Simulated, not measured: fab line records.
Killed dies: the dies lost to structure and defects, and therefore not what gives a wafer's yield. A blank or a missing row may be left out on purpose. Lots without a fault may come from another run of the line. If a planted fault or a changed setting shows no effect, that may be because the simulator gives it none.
fab line records	flow n5_finfet
record lots=8	wafers=22	last_day=17
route steps=1938 shown BEOL_M13@1710 BEOL_M14@1717 PASSIVATION@1936
lots that met no fault: taken from a fault-free run of the same line
start_h: hours from the record's first day to the start of the lot's first wafer shown	wait_h: time in hours since the lot's previous step	" as in the row above	L1.1+2: a row that stands for several wafers	- value missing, or start not given	* or withheld: withheld	< > ~ a bound
route shown NAME@n: names a module that has steps shown in the file, with the first one's number in the route	usual: average and standard deviation across the fault-free wafers	same: alike in all rows	chamber/n: place in a boat	sites: per-site readings	_std_site: standard deviation of those values	_edge_site: mean of outer sites minus mean of inner sites	radius_mm: for every site, how far away it sits from the centre of the wafer	mask NAME#n: copy n	behind: the tool/chamber that last shaped the wafer	hold: what put the lot on hold/how long, in hours/how the hold closed	device: the n, p or np transistor that did not switch	end of line: at the end of the route, the tests of the same wafers	a step without rows: its recipe alone	killed: at the first sort, the dies lost to defects and structure; wafer yield is something else	map: shows each die of a wafer: x if killed, . if not, _ if none is there
set.NAME: the setting that was run; set.NAME@STEP: the one run at that earlier step	model.NAME: the simulator's own value behind a step, which no gauge read
the route's steps for a sample of lots (tables are steps, rows are wafers)
services: from which hour (start_h, from the record's first day; less than 0 if before it) a tool's chamber was out of use, for how many hours, and why
## steps
# step N5_BEOL_M13_CMP_49
# recipe stop_on=SiOC	t_overpolish_s=17.1	down_force_psi=1	platen_rpm=50	clearing_platen_down_force_psi=1.5	clearing_platen_rpm=50	post_cmp_clean=cu_alkaline	target_thk_nm=420	clearing_platen_pad_velocity_m_s=0.99484	pad_velocity_m_s=0.99484
# usual barrier_field_endpoint_s=30.6/0.74	motor_current_A=6.3/0.58	overpolish_run_s=17.099/0.0086	slurry_filter_dp_kPa=13.50/0.15
lot.wafer	tool	chamber	start_h	wait_h	barrier_field_endpoint_s	motor_current_A	overpolish_run_s	slurry_filter_dp_kPa
L749.1	cmp-03	0	236.02	0.3	29.9	6.9	17.095	13.91
L749.2	"	1	"	"	30.8	6.0	17.096	13.71
L749.5	"	3	"	"	30.6	5.7	17.105	13.68
L750.3	cmp-03	2	243.31	0.2	30.1	5.5	17.086	13.43
L750.2	"	3	"	"	29.7	6.0	17.102	13.61
L755.4	cmp-02	0	282.25	0.2	29.6	6.9	17.089	13.46
L755.5	"	3	"	"	29.7	6.0	17.111	13.49
L764.1	cmp-03	3	328.70	0.3	30.8	6.2	17.099	13.51
L764.3	"	0	"	"	30.4	7.0	17.098	13.77
L764.4	"	1	"	"	30.7	6.1	17.100	13.54
L763.1	cmp-03	1	345.22	0.3	31.2	6.0	17.097	13.34
L763.4	"	3	"	"	31.1	5.9	17.101	13.33
L763.5	"	1	"	"	31.0	6.1	17.103	13.84
L767.2	cmp-02	1	354.25	0.2	30.6	6.3	17.085	13.47
L767.4	"	3	"	"	29.6	5.9	17.108	13.42
L767.6	"	1	"	"	31.2	6.4	17.094	13.65
L768.4	cmp-04	1	374.76	0.2	31.1	6.2	17.099	13.50
L768.1	"	2	"	"	32.0	6.1	17.103	13.32
L768.6	"	0	"	"	30.5	5.4	17.106	13.31
L770.3	cmp-04	3	383.43	0.2	31.4	6.8	17.099	13.53
L770.6	"	3	"	"	32.1	7.0	17.097	13.77
L770.5	"	0	"	"	29.7	5.3	17.100	13.40
# step N5_BEOL_M13_INSPECT_55
# recipe inspect_instrument=darkfield	mode=post_dep
# usual raw_defect_count=72/23
lot.wafer	tool	chamber	start_h	wait_h	raw_defect_count
L749.1	defect_inspect-01	-	236.43	0.0	95
L749.2	"	-	"	"	159
L749.5	"	-	"	"	75
L750.2	defect_inspect-02	-	243.72	0.0	74
L750.3	"	-	"	"	55
L755.4	defect_inspect-02	-	282.62	0.0	51
L755.5	"	-	"	"	79
L764.1	defect_inspect-02	-	329.11	0.0	85
L764.3	"	-	"	"	60
L764.4	"	-	"	"	48
L763.1	defect_inspect-01	-	345.67	0.0	57
L763.4	"	-	"	"	51
L763.5	"	-	"	"	122
L767.2	defect_inspect-01	-	354.70	0.0	107
L767.4	"	-	"	"	86
L767.6	"	-	"	"	119
L768.1	defect_inspect-02	-	375.13	0.0	71
L768.4	"	-	"	"	45
L768.6	"	-	"	"	70
L770.3	defect_inspect-01	-	383.88	0.0	63
L770.5	"	-	"	"	86
L770.6	"	-	"	"	93
# step N5_BEOL_M14_THK_MEAS_01
# recipe reads=SiO2_of_BEOL_M14_ILD_DEP_00
# usual M14_ILD_THK=1124/17
lot.wafer	tool	chamber	start_h	wait_h	M14_ILD_THK[nm]
L749.1	film_metro-02	-	236.66	0.1	1135
L749.2	"	-	"	"	1098
L749.5	"	-	"	"	1152
L750.2	film_metro-02	-	243.95	0.1	1118
L750.3	"	-	"	"	1121
L755.4	film_metro-02	-	282.85	0.0	1145
L755.5	"	-	"	"	1109
L764.1	film_metro-02	-	329.34	0.1	1127
L764.3	"	-	"	"	1105
L764.4	"	-	"	"	1126
L763.1	film_metro-02	-	345.90	0.1	1104
L763.4	"	-	"	"	1133
L763.5	"	-	"	"	1127
L767.2	film_metro-01	-	354.92	0.1	1119
L767.4	"	-	"	"	1147
L767.6	"	-	"	"	1138
L768.1	film_metro-01	-	375.36	0.1	1142
L768.4	"	-	"	"	1131
L768.6	"	-	"	"	1151
L770.3	film_metro-02	-	384.11	0.1	1109
L770.5	"	-	"	"	1144
L770.6	"	-	"	"	1103
# step N5_BEOL_M14_EXPOSE_07
# recipe mask_id=V13	na=0.8	source_shape=annular	sigma_inner=0.5	sigma_outer=0.8	polarization=unpolarized	attpsm_phase_deg=180	dose_mj=57
# usual exposure_dose_mJ_cm2=56.99/0.047	focus_offset_nm=0.1/0.56
lot.wafer	tool	chamber	start_h	wait_h	mask	exposure_dose_mJ_cm2	focus_offset_nm
L749.1	krf_scanner-01	0	236.79	-	V13#0	56.95	0.2
L749.2	"	0	"	"	V13#0	56.90	-0.3
L749.5	"	0	"	"	V13#0	56.97	0.5
L750.2	krf_scanner-01	0	244.08	-	V13#0	51.40	0.8
L750.3	"	0	"	"	V13#0	51.36	0.1
L755.4	krf_scanner-01	0	283.12	-	V13#0	53.38	0.4
L755.5	"	0	"	"	V13#0	53.40	0.7
L764.1	krf_scanner-02	0	329.60	-	V13#0	57.05	1.1
L764.3	"	0	"	"	V13#0	56.98	0.3
L764.4	"	0	"	"	V13#0	56.99	0.4
L763.1	krf_scanner-02	0	346.15	-	V13#0	56.91	-0.6
L763.4	"	0	"	"	V13#0	57.04	-0.3
L763.5	"	0	"	"	V13#0	57.01	-0.1
L767.2	krf_scanner-02	0	355.18	-	V13#0	56.94	0.0
L767.4	"	0	"	"	V13#0	56.94	-0.9
L767.6	"	0	"	"	V13#0	56.95	0.3
L768.1	krf_scanner-02	0	375.62	-	V13#0	57.00	0.6
L768.4	"	0	"	"	V13#0	57.00	0.2
L768.6	"	0	"	"	V13#0	57.03	-0.2
L770.3	krf_scanner-02	0	384.38	-	V13#0	57.03	-0.1
L770.5	"	0	"	"	V13#0	56.98	0.2
L770.6	"	0	"	"	V13#0	56.99	-0.5
# step N5_BEOL_M14_CD_MEAS_10
# recipe target_cd_nm=250	landing_energy_ev=500	detector=se_inlens	polarity=opening
# usual cd_nm=249.0/1.8
lot.wafer	tool	chamber	start_h	wait_h	cd_nm
L749.1	cd_sem-02	0	236.97	-	250.1
L749.2	"	0	"	"	251.1
L749.5	"	0	"	"	249.4
L750.2	cd_sem-01	0	244.25	-	234.0
L750.3	"	0	"	"	233.2
L755.4	cd_sem-02	0	283.29	-	239.3
L755.5	"	0	"	"	239.8
L764.1	cd_sem-02	0	329.77	-	251.2
L764.3	"	0	"	"	248.5
L764.4	"	0	"	"	248.0
L763.1	cd_sem-01	0	346.33	-	250.1
L763.4	"	0	"	"	250.2
L763.5	"	0	"	"	247.5
L767.2	cd_sem-03	0	355.35	-	248.3
L767.4	"	0	"	"	251.2
L767.6	"	0	"	"	252.0
L768.1	cd_sem-02	0	375.79	-	247.0
L768.4	"	0	"	"	251.9
L768.6	"	0	"	"	247.1
L770.3	cd_sem-02	0	384.54	-	252.2
L770.5	"	0	"	"	249.1
L770.6	"	0	"	"	250.9
# step N5_PASSIVATION_PROBE_49
# usual defect_limited_yield=91.1/1.4	killed_at_M0_to_M3=34/11	killed_at_M4_up=14/5.7	killed_at_contacts=14/6.9	killed_at_front_end=40/11	killed_at_other=4/3.1	killed_dies=105/17	killed_open=70/13	killed_short=34/7.6	sort_bin_5_function=5.3/0.95	sort_bin_6_memory=3.3/0.64	sort_n_pass=1075/17	sort_yield_pct=91.1/1.4
# same gross_dies=1180	killed_at_back_side=0	sort_bin_4_leakage[%]=0	sort_bin_8_speed[%]=0
lot.wafer	tool	chamber	start_h	wait_h	defect_limited_yield[%]	killed_at_M0_to_M3	killed_at_M4_up	killed_at_contacts	killed_at_front_end	killed_at_other	killed_dies	killed_open	killed_short	sort_bin_5_function[%]	sort_bin_6_memory[%]	sort_n_pass	sort_yield_pct[%]
L755.4	prober-01	-	309.19	0.2	90.4	34	11	12	52	4	113	73	40	5.0	4.4	1067	90.4
L755.5	prober-01	-	309.24	0.2	91.2	37	7	10	46	4	104	75	29	5.8	2.9	1076	91.2
L763.1	prober-01	-	369.38	0.0	88.9	33	11	31	45	11	131	84	47	7.1	3.6	1049	88.9
L763.4	prober-01	-	369.53	0.2	88.6	48	11	11	55	10	135	83	52	7.2	4.0	1045	88.6
L763.5	prober-01	-	369.58	0.2	90.8	34	14	6	50	5	109	67	41	4.9	3.9	1071	90.8
L767.2	prober-02	-	378.90	0.1	89.9	46	18	15	39	1	119	87	31	5.4	4.5	1061	89.9
L767.4	prober-02	-	379.00	0.2	91.4	32	28	14	28	0	102	74	28	5.2	3.2	1078	91.4
L767.6	prober-02	-	379.10	0.3	90.4	27	27	27	29	3	113	75	33	5.3	3.9	1067	90.4
L770.3	prober-01	-	411.07	0.1	92.0	29	7	15	38	5	94	58	34	5.2	2.7	1086	92.0
L770.5	prober-01	-	411.17	0.2	90.8	32	5	19	47	5	108	72	35	6.0	2.8	1072	90.8
L770.6	prober-01	-	411.22	0.3	88.9	34	9	36	45	7	131	100	31	6.6	4.1	1049	88.9
# killed by level:class
L755.4 FIN_SAQP:geometric_particle:open=15 FIN_SAQP:geometric_particle:short=12 BEOL_M0_SAQP:geometric_particle:open=10 MOL_CONTACT_COAG:geometric_particle:open=9 BEOL_M0_SAQP:geometric_particle:short=8 DUMMY_GATE:geometric_particle:open=6 BEOL_M0:geometric_particle:open=6 DUMMY_GATE:geometric_particle:short=4
L755.5 FIN_SAQP:geometric_particle:open=11 FIN_SAQP:geometric_particle:short=9 MOL_CONTACT_COAG:geometric_particle:open=8 BEOL_M3:geometric_particle:open=7 BEOL_M0:geometric_particle:open=7 DUMMY_GATE:geometric_particle:open=6 BEOL_M0_SAQP:geometric_particle:short=6 BEOL_M2:geometric_particle:open=6
L763.1 MOL_CONTACT_COAG:geometric_particle:short=16 MOL_CONTACT_COAG:geometric_particle:open=15 FIN_SAQP:geometric_particle:open=14 STI_FIN_REVEAL:geometric_particle:open=12 BEOL_M0_SAQP:geometric_particle:open=9 BEOL_M0_SAQP:geometric_particle:short=8 BEOL_M4:geometric_particle:open=7 PASS1_CAP:geometric_particle:short=6
L763.4 FIN_SAQP:geometric_particle:open=18 BEOL_M0_SAQP:geometric_particle:short=13 BEOL_M0_SAQP:geometric_particle:open=13 FIN_SAQP:geometric_particle:short=10 MOL_CONTACT_COAG:geometric_particle:open=8 STI_FIN_REVEAL:geometric_particle:open=6 BEOL_M3:geometric_particle:open=6 STARTING-WAFER:geometric_particle:short=6
L763.5 FIN_SAQP:geometric_particle:short=13 FIN_SAQP:geometric_particle:open=9 DUMMY_GATE:geometric_particle:open=9 STI_FIN_REVEAL:geometric_particle:open=8 BEOL_M0_SAQP:geometric_particle:short=7 BEOL_M2:geometric_particle:open=6 MOL_CONTACT_COAG:geometric_particle:open=6 BEOL_M0_SAQP:geometric_particle:open=5
L767.2 BEOL_M3:geometric_particle:open=17 MOL_CONTACT_COAG:geometric_particle:open=14 FIN_SAQP:geometric_particle:open=9 BEOL_M0_SAQP:geometric_particle:short=9 BEOL_M4:geometric_particle:open=9 DUMMY_GATE:geometric_particle:open=8 BEOL_M2:geometric_particle:open=6 GATE_CUT:geometric_particle:short=4
L767.4 BEOL_M4:geometric_particle:open=14 BEOL_M3:geometric_particle:open=13 MOL_CONTACT_COAG:geometric_particle:open=10 STI_FIN_REVEAL:geometric_particle:open=9 BEOL_M0:geometric_particle:open=6 BEOL_M4:geometric_particle:short=6 MOL_CONTACT_COAG:geometric_particle:short=4 BEOL_M0_SAQP:geometric_particle:open=4
L767.6 MOL_CONTACT_COAG:geometric_particle:open=21 BEOL_M4:geometric_particle:open=10 BEOL_M0_SAQP:geometric_particle:short=9 BEOL_M0_SAQP:geometric_particle:open=9 STI_FIN_REVEAL:geometric_particle:open=8 FIN_SAQP:geometric_particle:open=6 MOL_CONTACT_COAG:geometric_particle:short=6 DUMMY_GATE:geometric_particle:open=4
L770.3 MOL_CONTACT_COAG:geometric_particle:open=13 BEOL_M0_SAQP:geometric_particle:short=10 BEOL_M0_SAQP:geometric_particle:open=9 GATE_CUT:geometric_particle:short=8 STI_FIN_REVEAL:geometric_particle:open=8 STARTING-WAFER:geometric_particle:open=5 DUMMY_GATE:geometric_particle:open=4 BEOL_M2:geometric_particle:open=4
L770.5 MOL_CONTACT_COAG:geometric_particle:open=17 STI_FIN_REVEAL:geometric_particle:open=15 BEOL_M0_SAQP:geometric_particle:short=10 BEOL_M0_SAQP:geometric_particle:open=8 STI_FIN_REVEAL:geometric_particle:short=6 GATE_CUT:geometric_particle:short=6 FIN_SAQP:geometric_particle:open=5 BEOL_M3:geometric_particle:open=5
L770.6 MOL_CONTACT_COAG:geometric_particle:open=33 BEOL_M1:geometric_particle:open=14 STI_FIN_REVEAL:geometric_particle:open=12 FIN_SAQP:geometric_particle:open=10 BEOL_M0_SAQP:geometric_particle:open=8 BEOL_M0_SAQP:geometric_particle:short=6 FIN_SAQP:geometric_particle:short=4 GATE_CUT:geometric_particle:short=4
## services
tool	chamber	start_h	hours	kind
cmp-02	-	216.64	14.7	repair
cmp-04	-	218.55	3.3	repair
krf_scanner-02	-	223.43	4.4	pm
cmp-04	-	229.50	0.2	repair
cmp-04	-	231.14	4.0	pm
krf_scanner-01	-	232.30	1.0	pm
cmp-02	-	248.48	4.0	pm
cmp-03	-	255.72	0.7	repair
cmp-02	-	259.60	0.7	repair
krf_scanner-02	-	259.87	0.8	pm
krf_scanner-01	-	280.15	0.8	pm
cmp-03	-	284.42	4.0	pm
cmp-03	-	289.44	0.2	repair
cmp-04	-	291.07	1.2	repair
krf_scanner-02	-	301.11	4.0	pm
cmp-04	-	309.07	2.0	repair
krf_scanner-02	-	315.67	1.3	pm
krf_scanner-02	-	320.67	0.6	repair
cmp-03	-	324.48	4.0	pm
krf_scanner-01	-	343.82	1.3	pm
cmp-03	-	358.34	1.8	repair
krf_scanner-02	-	369.85	1.0	pm
krf_scanner-02	-	372.59	0.8	repair
krf_scanner-02	-	382.76	0.3	repair
## key
first_sign step=N5_BEOL_M14_EXPOSE_07	reading=exposure_dose_mJ_cm2	direction=down	sigmas=98	usual=56.99	struck=52.39
effect step=N5_BEOL_M14_CD_MEAS_10	reading=cd_nm	direction=down	sigmas=6.9	usual=249.0	struck=236.6	through=control_loop
met_at N5_BEOL_M14_EXPOSE_07
struck_lots L750,L755
loop_trim step=N5_BEOL_M14_EXPOSE_07	setting=dose	lots=L755
not_acting_at N5_BEOL_M13_CMP_49,N5_BEOL_M13_INSPECT_55,N5_BEOL_M14_THK_MEAS_01
onset_between 236.79 244.08
fault kind=process_parameter_drift	tool=krf_scanner-01	chamber=-	onset_h=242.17	steps=N5_BEOL_M14_EXPOSE_07	channel=dose_mj	offset=-5.5843	shape=step	acts_in=these_recipes_only	stated=57
# loop_trim: a control loop set the setting to another value than it would have without faults
